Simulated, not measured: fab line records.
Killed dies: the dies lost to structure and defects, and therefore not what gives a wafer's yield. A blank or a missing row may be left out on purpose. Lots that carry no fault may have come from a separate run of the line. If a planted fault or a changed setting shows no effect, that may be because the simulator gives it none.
Matching of chambers :: flow nand_harc :: NHARC_A_DECK1_JOINT_DEP_16 on pecvd-02 has 3 sister chambers
The step deposits SiO2, target thk 45 nm. 14 wafers are shown with their chamber, then 7 later ones without.

== EACH WAFER AND ITS CHAMBER ==
wafer: L075.3
chamber: 2
heater_power_w (W): 572
throttle_valve_pct (%): 15.9

wafer: L075.4
chamber: 0
heater_power_w (W): 468
throttle_valve_pct (%): 16.3

wafer: L075.5
chamber: 2
heater_power_w (W): 576
throttle_valve_pct (%): 15.8

wafer: L083.1
chamber: 0
heater_power_w (W): 501
throttle_valve_pct (%): 16.1

wafer: L083.4
chamber: 1
heater_power_w (W): 620
throttle_valve_pct (%): 15.3

wafer: L083.6
chamber: 2
heater_power_w (W): 541
throttle_valve_pct (%): 16.5

wafer: L085.1
chamber: 0
heater_power_w (W): 497
throttle_valve_pct (%): 16.0

wafer: L085.3
chamber: 2
heater_power_w (W): 558
throttle_valve_pct (%): 16.2

wafer: L085.5
chamber: 2
heater_power_w (W): 556
throttle_valve_pct (%): 16.0

wafer: L091.2
chamber: 1
heater_power_w (W): 644
throttle_valve_pct (%): 15.7

wafer: L091.3
chamber: 0
heater_power_w (W): 445
throttle_valve_pct (%): 16.3

wafer: L091.5
chamber: 1
heater_power_w (W): 616
throttle_valve_pct (%): 15.4

wafer: L092.4
chamber: 0
heater_power_w (W): 544
throttle_valve_pct (%): 16.3

wafer: L092.5
chamber: 2
heater_power_w (W): 531
throttle_valve_pct (%): 15.8

SIGNATURES (averages over the wafers above)
reading: heater_power_w
chamber 0: 491.00
chamber 1: 626.67
chamber 2: 555.67
scatter within a chamber: 26.2

reading: throttle_valve_pct
chamber 0: 16.200
chamber 1: 15.467
chamber 2: 16.033
scatter within a chamber: 0.222
Rule: for each reading, subtract the chamber's mean from the wafer's reading, divide by that reading's scatter and square the result; add these up over the readings and take the root, which gives the wafer's distance from the chamber. The wafer belongs to the nearest chamber; if the next one is less than 2 further off, it can't be placed. The scatter is the square root of a quotient: the sum, over the shown wafers, of each reading's squared deviation from its chamber's mean, divided by wafers minus chambers.

== WAFERS MISSING THEIR CHAMBER ==
wafer: L092.6
heater_power_w (W): 544
throttle_valve_pct (%): 15.9

wafer: L093.4
heater_power_w (W): 615
throttle_valve_pct (%): 15.6

wafer: L093.5
heater_power_w (W): 423
throttle_valve_pct (%): 16.4

wafer: L093.6
heater_power_w (W): 519
throttle_valve_pct (%): 15.7

wafer: L097.1
heater_power_w (W): 513
throttle_valve_pct (%): 15.6

wafer: L097.2
heater_power_w (W): 629
throttle_valve_pct (%): 16.0

wafer: L097.5
heater_power_w (W): 606
throttle_valve_pct (%): 15.9

== CHAMBER TAKEN BY EACH ==
wafer: L092.6
from the rows above: can't be placed: 2 or 0
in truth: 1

wafer: L093.4
from the rows above: 1
in truth: 1

wafer: L093.5
from the rows above: 0
in truth: 0

wafer: L093.6
from the rows above: can't be placed: 2 or 0
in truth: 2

wafer: L097.1
from the rows above: can't be placed: 2 or 0 or 1
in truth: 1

wafer: L097.2
from the rows above: can't be placed: 1 or 2
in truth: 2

wafer: L097.5
from the rows above: can't be placed: 2 or 1
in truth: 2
Correct placement for 2 of the 7. Not placeable from these rows: 5 (in 4, the candidates include the true chamber). Wrongly placed: 0.
